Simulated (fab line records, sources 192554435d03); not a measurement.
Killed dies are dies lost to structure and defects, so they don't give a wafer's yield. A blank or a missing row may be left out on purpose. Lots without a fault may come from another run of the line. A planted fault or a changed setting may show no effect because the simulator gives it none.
Chamber matching | flow n5_finfet | N5_BEOL_M7_ETCH_65 on rie_diel-05: 4 sister chambers
The step etches SiARC in CF4, target depth 15.6 nm, time 26 s. 8 wafers are shown with their chamber, then 9 later ones without.

WAFERS WITH THEIR CHAMBER
wafer  | chamber | showerhead_plenum_p_Torr (Torr) | drypump_motor_current_A (A)
L079.2 | 2       | 2.15                            | 5.8
L081.5 | 1       | 2.14                            | 5.8
L081.6 | 0       | 2.06                            | 5.1
L083.4 | 1       | 2.14                            | 5.8
L083.6 | 3       | 2.21                            | 5.7
L084.1 | 2       | 2.14                            | 5.8
L084.3 | 0       | 2.06                            | 5.2
L084.4 | 3       | 2.21                            | 5.7

WAFERS WITHOUT THEIR CHAMBER
wafer  | showerhead_plenum_p_Torr (Torr) | drypump_motor_current_A (A)
L087.2 | 2.05                            | 5.1
L087.5 | 2.14                            | 5.8
L087.6 | 2.14                            | 5.8
L089.1 | 2.13                            | 5.8
L089.2 | 2.14                            | 5.8
L089.6 | 2.05                            | 5.2
L096.1 | 2.13                            | 5.8
L096.5 | 2.13                            | 5.8
L096.6 | 2.20                            | 5.7

WHICH CHAMBER EACH WENT THROUGH
wafer  | from the rows above     | in truth
L087.2 | 0                       | 0
L087.5 | can't be placed: 1 or 2 | 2
L087.6 | can't be placed: 1 or 2 | 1
L089.1 | can't be placed: 1 or 2 | 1
L089.2 | can't be placed: 1 or 2 | 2
L089.6 | 0                       | 0
L096.1 | can't be placed: 1 or 2 | 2
L096.5 | can't be placed: 1 or 2 | 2
L096.6 | 3                       | 3
Placed correctly: 3 of 9. Can't be placed from these rows: 6 (the true chamber is among the candidates in 6). Placed wrongly: 0.
How it was worked out, from the rows above alone: a wafer's distance from a chamber is the root of the sum, over the readings, of the square of ((its reading less the chamber's mean) divided by the reading's scatter). The wafer belongs to the nearest chamber; if the next one is less than 2 further off, it can't be placed. A chamber's mean is the mean of its shown wafers. The scatter: the root of (the sum of the squares of (reading less its chamber's mean) over the shown wafers, divided by (wafers less chambers)).
